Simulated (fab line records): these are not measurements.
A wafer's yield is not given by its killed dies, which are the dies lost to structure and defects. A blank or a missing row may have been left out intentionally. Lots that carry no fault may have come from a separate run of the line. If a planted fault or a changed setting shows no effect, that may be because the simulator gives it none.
Which tool was responsible? | flow n5_finfet | Sampling: 12 lots, 36 wafers, 2 of 1938 route steps

## WHAT THE GAUGES READ, wafer by wafer
N5_BEOL_M9_THK_MEAS_53: measures by xrf. Usual: M9_THK gives 141 nm (standard deviation 3.1).
lot  | measured     | on            | M9_THK (nm) | flag
L571 | day 11 13:03 | film_metro-02 | 144 140 144 |
L575 | day 12 13:15 | film_metro-01 | 138 137 137 |
L574 | day 12 19:26 | film_metro-01 | 144 140 141 |
L576 | day 12 22:36 | film_metro-02 | 141 139 139 |
L587 | day 15 10:53 | film_metro-01 | 145 145 140 |
L588 | day 15 11:10 | film_metro-01 | 139 137 140 |
L590 | day 15 13:16 | film_metro-01 | 144 143 142 |
L589 | day 15 14:53 | film_metro-02 | 138 138 138 |
L591 | day 16 04:59 | film_metro-01 | 146 143 144 |
L592 | day 17 02:56 | film_metro-01 | 145 146 148 |
L593 | day 17 04:48 | film_metro-02 | 142 143 142 |
L594 | day 17 19:24 | film_metro-01 | 142 139 141 |

## TOOL THAT RAN EACH LOT (tool first, then ch and the chambers of the sampled wafers, then the start)
lot  | N5_BEOL_M9_DEGAS_44
L571 | pvd_sputter-03, day 11 09:39
L575 | pvd_sputter-02, day 12 10:41
L574 | pvd_sputter-03, day 12 15:47
L576 | pvd_sputter-03, day 12 19:17
L587 | pvd_sputter-01, day 15 08:36
L588 | pvd_sputter-02, day 15 08:42
L590 | pvd_sputter-01, day 15 11:32
L589 | pvd_sputter-02, day 15 11:38
L591 | pvd_sputter-02, day 16 03:16
L592 | pvd_sputter-01, day 16 22:45
L593 | pvd_sputter-02, day 17 03:07
L594 | pvd_sputter-02, day 17 17:52
- N5_BEOL_M9_DEGAS_44: time 60 s.

## WHAT THE TOOLS THEMSELVES READ (means of the sampled wafers that have a number; where no wafer has one, the mark that the record gives instead)
N5_BEOL_M9_DEGAS_44. Usual: 333 W for heater_power_w, sd 20.
lot  | tool           | heater_power_w (W) | flag
L571 | pvd_sputter-03 | 325                |
L575 | pvd_sputter-02 | 329                |
L574 | pvd_sputter-03 | 326                |
L576 | pvd_sputter-03 | 325                |
L587 | pvd_sputter-01 | 309                |
L588 | pvd_sputter-02 | 345                |
L590 | pvd_sputter-01 | 323                |
L589 | pvd_sputter-02 | 358                |
L591 | pvd_sputter-02 | 355                |
L592 | pvd_sputter-01 | 332                |
L593 | pvd_sputter-02 | 337                |
L594 | pvd_sputter-02 | 337                |

## THE ANSWER, worked out from the rows above alone
Rule: a lot counts as off when the mean over its wafers that have a number is more than 3 standard deviations away from the usual mean. Also off: a lot with no number at a reading for which 4 or more lots have one. Any other lot the step has rows for is counted as sound. First the gauges in route order, then the tools' own readings, where a lot's mean is used as printed above. At the first step where some lot is off, the reading lying furthest off is the one used; lots without a number count as furthest.
None of the lots is off at any reading shown; this tells nothing.

## WHAT HAD BEEN PUT IN BY THE SIMULATOR
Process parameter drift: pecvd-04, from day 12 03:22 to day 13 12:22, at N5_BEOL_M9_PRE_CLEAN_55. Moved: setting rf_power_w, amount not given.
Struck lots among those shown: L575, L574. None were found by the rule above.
